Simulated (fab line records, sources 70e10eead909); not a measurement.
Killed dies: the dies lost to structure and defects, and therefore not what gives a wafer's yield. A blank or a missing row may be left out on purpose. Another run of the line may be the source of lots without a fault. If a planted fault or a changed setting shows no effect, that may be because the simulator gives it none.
What tool caused it?    flow nand-harc    12 lots, 36 wafers sampled, at 5 steps of a route of 1159

WHAT THE GAUGES READ, wafer by wafer
NHARC_END_SORT_01.
lot   measured      on         killed-at-array  killed-at-other  killed-at-periphery  killed-dies  killed-open  killed-short
L877  day 21 22:58  prober-01  32 34 47         0 0 0            2 1 4                34 35 51     2 1 3        3 0 1
L879  day 22 20:24  prober-01  14               0                12                   26           1            5
L887  day 24 09:20  prober-02  15 15 18         0 0 1            1 1 0                16 16 19     5 2 4        3 5 4

WHICH TOOL RAN EACH LOT (tool, then ch and the chambers of the sampled wafers, then the start)
lot   NHARC_A_SLIT_DESCUM_14              NHARC_A_SLIT_ETCH_17              NHARC_A_WL_FILL_CVD_23            NHARC_A_WL_FILL_ETCHBACK_26
L872  rie-diel-07 ch 0,1,3, day 14 08:38  har-etch-02 ch 0,1, day 14 13:34  lpcvd-poly-04 ch 0, day 15 17:14  rie-si-03 ch 0,3, day 15 19:53
L871  rie-diel-05 ch 0,2,3, day 14 09:41  har-etch-01 ch 0,1, day 14 14:37  lpcvd-poly-01 ch 0, day 15 20:45  rie-si-06 ch 0,2,3, day 15 23:20
L874  rie-diel-11 ch 0,1,3, day 14 13:32  har-etch-02 ch 0,1, day 14 14:59  lpcvd-poly-04 ch 0, day 15 17:14  rie-si-06 ch 0,2,3, day 15 19:53
L873  rie-diel-11 ch 1,2,3, day 14 18:44  har-etch-02 ch 0,1, day 14 19:29  lpcvd-poly-04 ch 0, day 16 01:50  rie-si-04 ch 0,3, day 16 04:26
L877  rie-diel-07 ch 0,1,2, day 16 03:23  har-etch-02 ch 0,1, day 16 05:29  lpcvd-poly-04 ch 0, day 18 15:46  rie-si-04 ch 0,1,2, day 18 18:22
L880  rie-diel-11 ch 1,2,3, day 16 17:54  har-etch-02 ch 0,1, day 16 18:55  lpcvd-poly-01 ch 0, day 18 01:05  rie-si-03 ch 1,2,3, day 18 03:44
L879  rie-diel-11 ch 0,1,2, day 16 19:34  har-etch-01 ch 0,1, day 16 20:20  lpcvd-poly-01 ch 0, day 19 07:05  rie-si-06 ch 0,2,3, day 19 09:42
L887  rie-diel-11 ch 1,2, day 18 08:22    har-etch-01 ch 0,1, day 18 10:44  lpcvd-poly-01 ch 0, day 20 21:35  rie-si-04 ch 1,2,3, day 21 00:09
L889  rie-diel-11 ch 0,2,3, day 19 06:39  har-etch-01 ch 0,1, day 19 11:39  lpcvd-poly-03 ch 0, day 20 16:44  rie-si-04 ch 0,1,2, day 20 19:22
L891  rie-diel-05 ch 1,2,3, day 19 14:26  har-etch-02 ch 0,1, day 19 15:12  lpcvd-poly-04 ch 0, day 20 19:50  rie-si-03 ch 0,1,3, day 20 22:23
L890  rie-diel-11 ch 0,3, day 19 15:35    har-etch-01 ch 0,1, day 19 16:50  lpcvd-poly-04 ch 0, day 20 19:50  rie-si-04 ch 0,3, day 20 22:25
L894  rie-diel-11 ch 1,2,3, day 20 13:54  har-etch-02 ch 0,1, day 20 15:57  lpcvd-poly-01 ch 0, day 22 03:53  rie-si-06 ch 1,2, day 22 06:30
- NHARC_A_SLIT_DESCUM_14: chemistry O2, time 3 s.
- NHARC_A_SLIT_ETCH_17: etches the open film in C4F8/O2/Ar, time 1687.5 s, target depth 10100 nm.
- NHARC_A_WL_FILL_CVD_23: deposits poly-Si, target thk 40 nm, time 800 s.
- NHARC_A_WL_FILL_ETCHBACK_26: etches the open film in HBr, target depth 52 nm, time 13.3 s.

AS READ BY THE TOOLS THEMSELVES (means over the sampled wafers that have a number; for cases with no such wafer, the mark the record gives instead)
NHARC_A_SLIT_DESCUM_14.
lot   tool         chamber-pressure-mTorr (mTorr)  drypump-motor-current-A (A)  oes-product-au (a.u.)  rf-vpp-V (V)  showerhead-plenum-p-Torr (Torr)  throttle-valve-pct (%)
L872  rie-diel-07  59.94                           5.8                          1.007                  58.2          1.89                             11.314
L871  rie-diel-05  59.95                           5.6                          0.996                  58.1          1.93                             11.309
L874  rie-diel-11  60.03                           6.0                          1.008                  57.6          1.88                             11.312
L873  rie-diel-11  60.06                           5.7                          0.993                  58.4          1.87                             11.311
L877  rie-diel-07  59.97                           5.7                          1.014                  58.1          1.91                             11.307
L880  rie-diel-11  59.99                           5.7                          1.009                  57.7          1.87                             11.311
L879  rie-diel-11  59.98                           5.5                          0.988                  56.4          1.90                             11.314
L887  rie-diel-11  60.03                           5.5                          1.002                  57.8          1.87                             11.317
L889  rie-diel-11  59.98                           5.7                          0.990                  57.7          1.89                             11.312
L891  rie-diel-05  59.97                           5.7                          0.994                  57.4          1.87                             11.317
L890  rie-diel-11  60.00                           6.2                          1.002                  57.7          1.88                             11.313
L894  rie-diel-11  60.07                           5.7                          1.009                  57.3          1.86                             11.310

NHARC_A_SLIT_ETCH_17.
lot   tool         chamber-pressure-mTorr (mTorr)  drypump-motor-current-A (A)  showerhead-plenum-p-Torr (Torr)  throttle-valve-pct (%)
L872  har-etch-02  19.986                          6.20                         3.65                             32.047
L871  har-etch-01  20.009                          5.87                         3.76                             32.044
L874  har-etch-02  20.012                          6.16                         3.65                             32.045
L873  har-etch-02  19.977                          6.00                         3.75                             32.047
L877  har-etch-02  20.008                          6.00                         3.74                             32.047
L880  har-etch-02  20.002                          6.20                         3.64                             32.050
L879  har-etch-01  19.994                          5.87                         3.75                             32.045
L887  har-etch-01  20.026                          6.03                         3.70                             32.043
L889  har-etch-01  19.995                          6.02                         3.70                             32.048
L891  har-etch-02  19.992                          6.18                         3.62                             32.055
L890  har-etch-01  19.997                          6.03                         3.70                             32.040
L894  har-etch-02  20.002                          6.00                         3.71                             32.048

NHARC_A_WL_FILL_CVD_23.
lot   tool           spike-tc-centre-C (C)  zone-power-bottom-pct (%)
L872  lpcvd-poly-04  621.0                  14.1
L871  lpcvd-poly-01  621.9                  13.4
L874  lpcvd-poly-04  621.8                  14.2
L873  lpcvd-poly-04  621.2                  14.2
L877  lpcvd-poly-04  620.6                  14.1
L880  lpcvd-poly-01  621.0                  13.4
L879  lpcvd-poly-01  620.9                  13.5
L887  lpcvd-poly-01  620.2                  13.5
L889  lpcvd-poly-03  619.1                  13.7
L891  lpcvd-poly-04  621.1                  14.1
L890  lpcvd-poly-04  621.1                  14.2
L894  lpcvd-poly-01  619.7                  13.5

NHARC_A_WL_FILL_ETCHBACK_26.
lot   tool       bias-w (W)  chamber-pressure-mTorr (mTorr)  drypump-motor-current-A (A)  oes-product-au (a.u.)  throttle-valve-pct (%)
L872  rie-si-03  59.87       15.010                          5.3                          0.993                  23.272
L871  rie-si-06  60.13       15.006                          6.2                          1.001                  23.261
L874  rie-si-06  60.11       15.018                          6.2                          1.004                  23.262
L873  rie-si-04  60.00       14.988                          5.6                          0.994                  23.269
L877  rie-si-04  59.88       14.994                          5.9                          1.004                  23.270
L880  rie-si-03  60.19       14.999                          5.7                          0.994                  23.263
L879  rie-si-06  59.90       15.000                          6.2                          1.006                  23.265
L887  rie-si-04  60.08       15.009                          5.8                          1.006                  23.259
L889  rie-si-04  60.03       15.002                          5.9                          1.019                  23.268
L891  rie-si-03  60.09       15.005                          5.5                          1.000                  23.265
L890  rie-si-04  60.09       14.984                          5.6                          1.005                  23.273
L894  rie-si-06  60.12       14.999                          5.6                          1.001                  23.260

THE ANSWER, worked out from the rows above alone
Rule: the lots themselves supply what counts as usual. Put in order of their means at a reading, lots are off if they are a third of the lots or fewer, leave a main group of 4 or more, and stand apart from it by a gap of 3 or more times the standard deviation of the main group's means; of several such gaps the widest counts. A main group whose means are all the same, to the digits that the tables above print for the reading, isn't used. A lot without any number at a reading at which 4 lots or more have one is off too. Any other lot the step has rows for is counted as sound. First the gauges in route order, then the tools' own readings, where a lot's mean is used as printed above. The first step at which some lot is off is used, and at that step the reading that is off furthest; a lot without a number counts as furthest.
None of the lots is off at any reading shown; this tells nothing.

WHAT THE SIMULATOR PUT IN
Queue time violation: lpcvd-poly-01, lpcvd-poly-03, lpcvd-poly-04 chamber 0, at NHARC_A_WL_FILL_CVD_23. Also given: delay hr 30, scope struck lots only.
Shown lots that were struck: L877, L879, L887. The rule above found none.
